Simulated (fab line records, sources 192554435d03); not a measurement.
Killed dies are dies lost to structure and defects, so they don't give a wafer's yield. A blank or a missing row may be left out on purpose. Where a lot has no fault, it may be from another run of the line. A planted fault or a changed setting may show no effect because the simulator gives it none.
fab line records | flow n5-finfet | part 1 of 2: steps 1 to 3 of 6
record lots=20 wafers=60 last-day=17
route steps=1938 shown BEOL_M6@1231 BEOL_M7@1301 BEOL_M8@1336
lots untouched by any fault: they come from a run of this same line in which no faults occurred
start-h: start of the lot's first displayed wafer, in hours after the record's first day | wait-h: how many hours have passed since the lot's step before this one | " same as the row above | L1.1+2: a row that stands for several wafers | - either no value or no given start | * or withheld: withheld | < > ~ a bound
route shown NAME@n: NAME is a module with steps in the file, n the number in the route of the first one | usual: the fault-free wafers' mean and standard deviation | same: alike in all rows | chamber/n: place in a boat | sites: readings site by site | _std_site: the values' standard deviation | _edge_site: outer sites' mean less inner sites' | radius-mm: for every site, how far away it sits from the centre of the wafer | mask NAME#n: copy n | behind: the tool/chamber that last shaped the wafer | hold: why the lot went on hold/how many hours it stayed there/how the hold came to an end | device: transistor that didn't switch, given as n, p or np | end of line: at the end of the route, the tests of the same wafers | a step with no rows: only its recipe | killed: the dies lost at the first sort to structure and to defects; this is not the yield of the wafer | map: a wafer's dies, marking killed ones x, the rest . and places with no die _
set.NAME: the setting the step ran with; set.NAME@STEP: the setting that earlier step ran with | model.NAME: the simulator's own value behind a step, which no gauge read
route steps across a sampled set of lots; one table per step, one row per wafer
services: a tool's chamber out of use, with start hour (start-h, from the record's first day; less than 0 if before it), hours out, and reason
## steps
# step N5_BEOL_M6_ETCH_72
# recipe chemistry=N2/H2 target=underlayer target-depth-a=65 mask-material=CAR-EUV time-s=5.2 ion-energy-ev=200 pressure-mtorr=30 source-w=840 bias-w=150 n2-flow-sccm=200 h2-flow-sccm=200 ends=cleared
# usual drypump-motor-current-A=5.6/0.5 etch-rf-on-time-s=5.22/0.13 oes-product-au=0.70/0.07 rf-fwd-power-W=819.6/2.6 rf-vpp-V=524.3/2.5 showerhead-plenum-p-Torr=2.56/0.086 throttle-valve-pct=17.61/0.26
# columns lot.wafer tool chamber start-h wait-h drypump-motor-current-A etch-rf-on-time-s oes-product-au rf-fwd-power-W rf-hours-counter-h rf-vpp-V showerhead-plenum-p-Torr throttle-valve-pct
L075.3 rie-diel-06 3 181.44 0.0 6.7 5.38 0.59 820.5 217 527.2 2.60 17.94
L075.4 " 3 " " 6.6 5.38 0.60 816.3 - 527.7 2.60 17.96
L075.6 " 1 " " 5.1 5.14 0.57 817.5 - 525.2 2.50 17.80
L074.2 rie-diel-02 3 196.96 0.0 5.8 5.14 0.69 822.0 114 524.6 2.56 17.70
L074.5 " 2 " " 5.4 5.29 0.74 820.9 - 529.4 2.69 17.27
L074.6 " 3 " " 5.8 5.19 0.69 820.6 - 524.7 2.56 17.70
L076.1 rie-diel-05 2 198.07 0.0 5.6 5.35 0.67 818.5 114 523.6 2.56 17.72
L076.3 " 1 " " 4.9 5.24 0.77 820.5 20 523.1 2.49 17.15
L076.5 " 1 " " 4.9 5.17 0.78 819.9 - 522.9 2.49 17.15
L077.1 rie-diel-02 2 198.99 0.0 5.4 5.36 0.74 821.6 46 526.4 2.69 17.29
L077.2 " 3 " " 5.8 5.20 0.68 816.5 115 525.1 2.56 17.70
L077.3 " 1 " " 6.0 5.21 0.60 816.2 221 526.0 2.62 18.03
L078.1 rie-diel-05 1 209.53 0.0 4.9 5.20 0.77 822.5 28 523.2 2.48 17.18
L078.5 " 1 " " 4.9 5.20 0.77 820.9 - 522.8 2.49 17.16
L078.6 " 0 " " 5.3 5.45 0.65 821.5 - 521.6 2.46 17.68
L079.3 rie-diel-02 1 212.77 0.0 6.0 5.27 0.61 821.3 228 528.0 2.62 18.03
L079.5 " 1 " " 6.0 5.24 0.60 820.1 - 525.1 2.62 18.04
L079.6 " 0 " " 5.7 5.04 0.71 821.9 - 521.4 2.46 17.39
L081.3 rie-diel-02 0 225.27 0.0 5.7 5.05 0.71 819.4 87 521.1 2.46 17.41
L081.4 " 2 " " 5.3 5.25 0.73 814.5 55 526.7 2.68 17.32
L081.5 " 3 " " 5.8 5.21 0.66 814.1 - 523.5 2.56 17.73
L082.2 rie-diel-02 2 225.76 0.0 5.3 5.25 0.72 822.3 55 526.4 2.68 17.31
L082.3 " 3 " " 5.8 5.20 0.66 824.2 129 526.7 2.55 17.73
L082.6 " 2 " " 5.4 5.24 0.74 818.1 - 527.7 2.68 17.31
L083.2 rie-diel-06 3 230.44 0.0 6.7 5.34 0.60 818.1 227 526.2 2.60 17.99
L083.5 " 3 " " 6.6 5.33 0.57 817.3 - 526.3 2.60 17.97
L083.6 " 2 " " 6.5 5.11 0.60 820.1 - 518.9 2.39 18.34
L084.1 rie-diel-05 3 243.35 0.0 5.4 5.22 0.78 817.8 10 521.8 2.51 17.50
L084.3 " 2 " " 5.6 5.29 0.65 819.8 138 525.3 2.54 17.75
L084.5 " 2 " " 5.6 5.23 0.65 819.0 - 524.9 2.55 17.75
L085.1 rie-diel-02 0 248.95 0.0 5.7 5.07 0.69 819.1 96 522.3 2.46 17.41
L085.3 " 2 " " 5.3 5.30 0.72 820.6 63 524.8 2.68 17.33
L085.4 " 1 " " 6.0 5.29 0.59 818.5 242 525.5 2.61 18.07
L086.2 rie-diel-02 2 257.98 0.0 5.3 5.31 0.72 818.8 67 530.8 2.68 17.34
L086.4 " 0 " " 5.7 5.09 0.70 820.2 100 521.3 2.45 17.43
L086.5 " 3 " " 5.8 5.17 0.66 818.1 - 523.4 2.55 17.73
L087.1 rie-diel-05 0 280.18 0.0 5.2 5.49 0.63 819.9 146 522.6 2.44 17.74
L087.4 " 1 " " 4.8 5.31 0.72 820.5 58 521.7 2.47 17.21
L087.5 " 1 " " 4.8 5.27 0.72 820.6 - 523.7 2.47 17.22
L089.1 rie-diel-02 0 284.19 0.0 5.7 5.09 0.68 816.3 110 520.8 2.45 17.44
L089.4 " 0 " " 5.7 5.07 0.69 817.7 - 521.8 2.45 17.48
L089.6 " 3 " " 5.8 5.24 0.65 819.8 - 522.3 2.55 17.78
L088.2 rie-diel-06 0 284.24 0.0 5.0 5.10 0.73 823.6 85 527.4 2.68 17.51
L088.5 " 3 " " 6.6 5.36 0.58 823.5 - 525.6 2.59 18.02
L088.6 " 0 " " 5.0 5.14 0.72 816.6 - 527.5 2.69 17.53
L090.2 rie-diel-06 3 288.12 0.0 6.7 5.33 0.58 820.2 249 524.9 2.59 18.02
L090.4 " 1 " " 5.1 4.96 0.78 822.1 - 522.2 2.49 17.40
L090.5 " 0 " " 5.0 5.11 0.73 817.1 - 527.4 2.68 17.53
L093.1 rie-diel-05 0 301.60 0.0 5.2 5.41 0.64 814.8 154 522.3 2.44 17.71
L093.2 " 3 " " 5.4 5.25 0.74 824.4 30 523.0 2.50 17.53
L093.6 " 1 " " 4.9 5.18 0.73 814.0 - 519.2 2.47 17.22
L094.1 rie-diel-02 1 306.92 0.0 6.0 5.18 0.80 821.9 5 523.5 2.60 17.70
L094.4 " 2 " " 5.4 5.27 0.70 816.5 85 527.9 2.67 17.37
L094.5 " 1 " " 6.0 5.12 0.81 822.8 - 525.5 2.60 17.71
L092.4 rie-diel-02 1 307.46 0.0 6.0 5.19 0.80 820.8 5 526.0 2.60 17.70
L092.5 " 2 " " 5.4 5.24 0.69 822.8 - 530.2 2.67 17.33
L092.6 " 1 " " 6.0 5.14 0.78 822.5 - 525.1 2.60 17.71
L095.1 rie-diel-05 3 314.49 0.0 5.4 5.34 0.75 817.9 35 520.9 2.49 17.53
L095.3 " 0 " " 5.3 5.47 0.63 821.1 157 520.4 2.44 17.77
L095.4 " 1 " " 4.9 5.20 0.71 821.7 68 520.9 2.47 17.21
# step N5_BEOL_M6_ETCH_41
# recipe chemistry=CH3F/O2 target=SiCN target-depth-a=297 taper-deg=2 time-s=52 ion-energy-ev=120 mask-material=TiN pressure-mtorr=30 source-w=395 bias-w=75 Ar_flow_sccm=150 CH3F_flow_sccm=30 O2_flow_sccm=20
# usual drypump-motor-current-A=5.6/0.49 oes-product-au=0.82/0.08 rf-fwd-power-W=391.0/1.6 rf-vpp-V=297.8/1.5 showerhead-plenum-p-Torr=2.02/0.063 throttle-valve-pct=16.09/0.28
# columns lot.wafer tool chamber start-h wait-h drypump-motor-current-A oes-product-au rf-fwd-power-W rf-hours-counter-h rf-vpp-V showerhead-plenum-p-Torr throttle-valve-pct
L075.3 rie-diel-06 3 - - 6.6 0.69 391.5 217 298.1 2.05 16.53
L075.4 " 3 " " 6.6 0.70 392.2 - 298.5 2.05 16.55
L075.6 " 1 " " 5.1 0.67 393.3 - 296.0 1.96 16.36
L074.2 rie-diel-02 3 - - 5.8 0.80 390.5 114 297.0 2.01 16.09
L074.5 " 2 " " 5.3 0.88 390.5 - 300.1 2.10 15.74
L074.6 " 3 " " 5.8 0.80 392.4 - 296.2 2.01 16.08
L076.1 rie-diel-05 2 - - 5.6 0.77 391.9 114 298.5 2.02 16.28
L076.3 " 1 " " 4.8 0.90 389.8 21 297.4 1.95 15.64
L076.5 " 1 " " 4.9 0.90 388.7 - 295.8 1.95 15.65
L077.1 rie-diel-02 2 - - 5.4 0.87 394.5 46 298.9 2.10 15.73
L077.2 " 3 " " 5.8 0.79 391.5 115 299.0 2.01 16.10
L077.3 " 1 " " 6.0 0.71 389.7 221 299.0 2.05 16.44
L078.1 rie-diel-05 1 - - 4.8 0.90 389.9 28 297.3 1.95 15.64
L078.5 " 1 " " 4.8 0.89 388.3 - 297.1 1.95 15.65
L078.6 " 0 " " 5.3 0.78 392.4 - 296.5 1.95 16.15
L079.3 rie-diel-02 1 - - 6.0 0.70 390.1 228 298.1 2.05 16.42
L079.5 " 1 " " 6.0 0.72 388.7 - 300.1 2.05 16.44
L079.6 " 0 " " 5.7 0.82 391.8 - 297.7 1.95 15.96
L081.3 rie-diel-02 0 - - 5.7 0.83 390.3 87 296.8 1.94 15.99
L081.4 " 2 " " 5.3 0.86 391.9 55 299.8 2.10 15.78
L081.5 " 3 " " 5.8 0.80 392.6 - 298.2 2.01 16.13
L082.2 rie-diel-02 2 - - 5.3 0.86 391.9 55 299.6 2.10 15.76
L082.3 " 3 " " 5.8 0.79 390.9 129 297.8 2.01 16.12
L082.6 " 2 " " 5.3 0.85 391.2 - 299.8 2.10 15.74
L083.2 rie-diel-06 3 - - 6.6 0.69 391.8 227 297.5 2.05 16.55
L083.5 " 3 " " 6.6 0.70 392.1 - 298.3 2.05 16.54
L083.6 " 2 " " 6.4 0.69 391.7 - 294.7 1.90 16.98
L084.1 rie-diel-05 3 - - 5.4 0.92 392.0 11 295.6 1.98 15.95
L084.3 " 2 " " 5.7 0.76 388.0 138 299.3 2.01 16.32
L084.5 " 2 " " 5.6 0.76 390.7 - 297.5 2.01 16.34
L085.1 rie-diel-02 0 - - 5.7 0.81 392.2 96 294.1 1.94 16.01
L085.3 " 2 " " 5.3 0.85 390.5 63 299.8 2.10 15.78
L085.4 " 1 " " 6.0 0.70 389.5 242 296.5 2.04 16.48
L086.2 rie-diel-02 2 - - 5.3 0.84 389.8 67 299.4 2.10 15.77
L086.4 " 0 " " 5.7 0.81 389.5 100 296.4 1.94 16.01
L086.5 " 3 " " 5.8 0.77 390.7 - 297.4 2.00 16.14
L087.1 rie-diel-05 0 - - 5.3 0.76 390.3 147 296.9 1.94 16.20
L087.4 " 1 " " 4.9 0.84 389.2 58 296.2 1.94 15.69
L087.5 " 1 " " 4.9 0.85 389.7 - 296.4 1.94 15.71
L089.1 rie-diel-02 0 - - 5.7 0.79 391.1 110 295.5 1.94 16.03
L089.4 " 0 " " 5.7 0.79 393.5 - 297.5 1.94 16.04
L089.6 " 3 " " 5.8 0.76 390.0 - 297.1 2.00 16.17
L088.2 rie-diel-06 0 - - 5.0 0.84 392.6 86 298.4 2.11 15.99
L088.5 " 3 " " 6.6 0.68 393.6 - 297.8 2.04 16.60
L088.6 " 0 " " 5.0 0.85 390.9 - 300.2 2.11 16.00
L090.2 rie-diel-06 3 - - 6.6 0.69 390.7 249 298.9 2.04 16.59
L090.4 " 1 " " 5.1 0.91 393.9 - 297.3 1.96 15.93
L090.5 " 0 " " 5.0 0.85 390.4 - 299.2 2.11 16.01
L093.1 rie-diel-05 0 - - 5.2 0.75 393.0 154 294.8 1.94 16.24
L093.2 " 3 " " 5.4 0.89 389.9 30 297.0 1.97 16.00
L093.6 " 1 " " 4.8 0.84 390.8 - 296.6 1.94 15.75
L094.1 rie-diel-02 1 - - 6.0 0.93 388.1 5 297.4 2.04 16.04
L094.4 " 2 " " 5.4 0.82 393.0 85 300.0 2.09 15.81
L094.5 " 1 " " 6.0 0.94 389.0 - 298.1 2.04 16.06
L092.4 rie-diel-02 1 - - 6.0 0.93 387.7 6 298.9 2.04 16.05
L092.5 " 2 " " 5.3 0.82 391.2 - 299.6 2.09 15.82
L092.6 " 1 " " 6.0 0.95 388.5 - 297.8 2.04 16.05
L095.1 rie-diel-05 3 - - 5.4 0.88 389.4 35 295.6 1.97 15.99
L095.3 " 0 " " 5.3 0.75 392.2 157 295.5 1.94 16.22
L095.4 " 1 " " 4.9 0.84 390.4 69 295.5 1.94 15.74
# step N5_BEOL_M7_ETCH_65
# recipe chemistry=CF4 target=SiARC target-depth-a=156 mask-material=CAR-EUV time-s=26 ion-energy-ev=80 pressure-mtorr=40 source-w=545 bias-w=36 Ar_flow_sccm=100 cf4-flow-sccm=100 ends=cleared
# usual drypump-motor-current-A=5.5/0.43 etch-rf-on-time-s=25.9/0.56 oes-product-au=0.69/0.079 rf-fwd-power-W=532.4/2.1 rf-vpp-V=183.8/1.2 showerhead-plenum-p-Torr=2.11/0.073 throttle-valve-pct=15.44/0.21
# columns lot.wafer tool chamber start-h wait-h drypump-motor-current-A etch-rf-on-time-s oes-product-au rf-fwd-power-W rf-hours-counter-h rf-vpp-V showerhead-plenum-p-Torr throttle-valve-pct
L075.3 rie-diel-01 3 189.85 0.0 5.6 26.3 0.64 534.2 153 186.7 2.24 15.50
L075.4 " 2 " " 5.2 26.5 0.66 532.8 - 182.4 2.07 15.57
L075.6 " 0 " " 4.9 26.5 0.80 531.9 - 183.8 2.11 15.18
L074.2 rie-diel-01 3 202.47 0.0 5.6 26.7 0.64 533.9 157 185.3 2.24 15.51
L074.5 " 1 " " 5.8 25.6 0.73 532.0 - 182.3 2.09 15.35
L074.6 " 0 " " 5.0 26.8 0.79 533.4 - 182.6 2.11 15.18
L076.1 rie-diel-04 2 205.40 0.0 6.2 26.6 0.74 530.5 54 184.2 2.18 15.14
L076.3 " 1 " " 5.7 25.9 0.65 531.0 147 183.7 1.97 15.38
L076.5 " 0 " " 5.8 25.9 0.59 534.8 - 182.9 2.10 15.92
L077.1 rie-diel-03 2 205.41 0.0 5.0 25.2 0.81 530.8 11 185.1 2.19 15.26
L077.2 " 0 " " 6.1 25.8 0.58 529.0 245 183.9 2.10 15.48
L077.3 " 1 " " 6.3 25.9 0.59 528.7 248 184.1 2.19 16.04
L079.3 rie-diel-04 2 219.43 0.0 6.2 26.2 0.73 532.7 58 184.4 2.18 15.14
L079.5 " 3 " " 5.2 25.2 0.60 529.8 - 183.5 2.04 15.58
L079.6 " 0 " " 5.7 25.6 0.59 533.6 - 182.8 2.10 15.92
L078.1 rie-diel-01 0 219.65 0.0 5.0 26.7 0.78 531.9 18 182.8 2.11 15.20
L078.5 " 0 " " 4.9 26.7 0.77 530.9 - 184.9 2.11 15.21
L078.6 " 2 " " 5.2 26.0 0.66 533.1 - 183.3 2.07 15.56
L081.3 rie-diel-01 2 231.59 0.0 5.2 26.0 0.66 534.7 148 183.8 2.06 15.58
L081.4 " 0 " " 5.0 26.9 0.77 531.1 23 184.1 2.10 15.21
L081.5 " 0 " " 4.9 26.6 0.78 530.6 - 183.1 2.10 15.23
L082.2 rie-diel-01 0 232.70 0.0 5.0 26.4 0.77 531.1 23 184.6 2.10 15.21
L082.3 " 1 " " 5.7 25.4 0.72 531.3 89 181.3 2.09 15.37
L082.6 " 3 " " 5.6 26.3 0.64 531.2 - 185.3 2.23 15.52
L083.2 rie-diel-03 3 237.34 0.0 5.7 26.1 0.56 536.8 256 184.4 2.12 15.89
L083.5 " 2 " " 5.0 25.6 0.76 533.3 - 183.5 2.18 15.28
L083.6 " 1 " " 6.3 24.7 0.83 531.0 - 185.4 2.19 15.57
L084.1 rie-diel-04 1 251.56 0.0 5.7 25.8 0.63 530.7 163 183.3 1.97 15.42
L084.3 " 3 " " 5.2 25.3 0.59 527.1 227 184.3 2.04 15.61
L084.5 " 2 " " 6.2 26.3 0.72 532.8 - 183.5 2.17 15.18
L085.1 rie-diel-04 2 257.95 0.0 6.2 26.5 0.72 533.7 72 183.5 2.17 15.18
L085.3 " 3 " " 5.1 25.6 0.59 533.2 229 182.7 2.03 15.61
L085.4 " 1 " " 5.7 25.9 0.63 529.1 - 182.0 1.97 15.43
L086.2 rie-diel-01 1 267.29 0.0 5.8 25.6 0.71 530.2 102 184.8 2.08 15.41
L086.4 " 2 " " 5.2 26.1 0.65 531.2 162 183.9 2.06 15.61
L086.5 " 3 " " 5.6 26.3 0.63 533.1 - 186.1 2.23 15.55
L087.1 rie-diel-01 0 287.89 0.0 4.9 26.5 0.75 529.2 35 183.2 2.10 15.24
L087.4 " 1 " " 5.8 25.6 0.70 530.7 109 184.0 2.08 15.39
L087.5 " 0 " " 5.0 26.5 0.75 530.6 - 183.0 2.10 15.24
L089.1 rie-diel-01 0 290.60 0.0 5.0 26.6 0.74 533.5 36 183.2 2.10 15.24
L089.4 " 3 " " 5.6 26.4 0.62 532.2 188 184.5 2.22 15.57
L089.6 " 1 " " 5.7 25.7 0.70 530.5 - 183.6 2.08 15.42
L088.2 rie-diel-01 2 291.04 0.0 5.2 26.0 0.64 530.4 170 182.4 2.06 15.63
L088.5 " 0 " " 5.0 26.8 0.75 533.2 - 183.7 2.10 15.25
L088.6 " 3 " " 5.6 26.7 0.62 533.0 - 184.7 2.22 15.57
L090.2 rie-diel-03 2 297.54 0.0 5.0 25.5 0.74 536.2 47 185.1 2.17 15.32
L090.4 " 1 " " 6.3 25.0 0.76 532.7 25 184.3 2.18 15.61
L090.5 " 3 " " 5.7 24.8 0.82 535.6 - 183.7 2.11 15.42
L093.1 rie-diel-03 0 309.18 0.0 6.0 25.0 0.81 530.5 14 183.2 2.09 15.06
L093.2 " 2 " " 5.0 25.9 0.73 535.1 49 185.7 2.17 15.33
L093.6 " 2 " " 5.0 25.7 0.74 536.6 - 185.4 2.17 15.32
L094.1 rie-diel-03 1 314.50 0.0 6.3 25.4 0.75 532.9 29 184.8 2.18 15.62
L094.4 " 0 " " 6.0 24.8 0.81 531.0 16 185.3 2.09 15.06
L094.5 " 2 " " 5.0 25.8 0.73 531.4 - 185.3 2.17 15.30
L092.4 rie-diel-04 1 314.82 0.0 5.7 25.7 0.62 535.5 181 181.3 1.96 15.45
L092.5 " 1 " " 5.7 25.6 0.63 533.2 - 182.6 1.96 15.46
L092.6 " 2 " " 6.2 26.4 0.70 536.6 - 184.8 2.17 15.23
L095.1 rie-diel-04 2 323.12 0.0 6.2 26.5 0.69 531.0 91 183.3 2.17 15.22
L095.3 " 0 " " 5.8 25.0 0.79 534.0 17 182.8 2.09 15.47
L095.4 " 1 " " 5.7 26.0 0.62 532.4 184 182.3 1.96 15.45
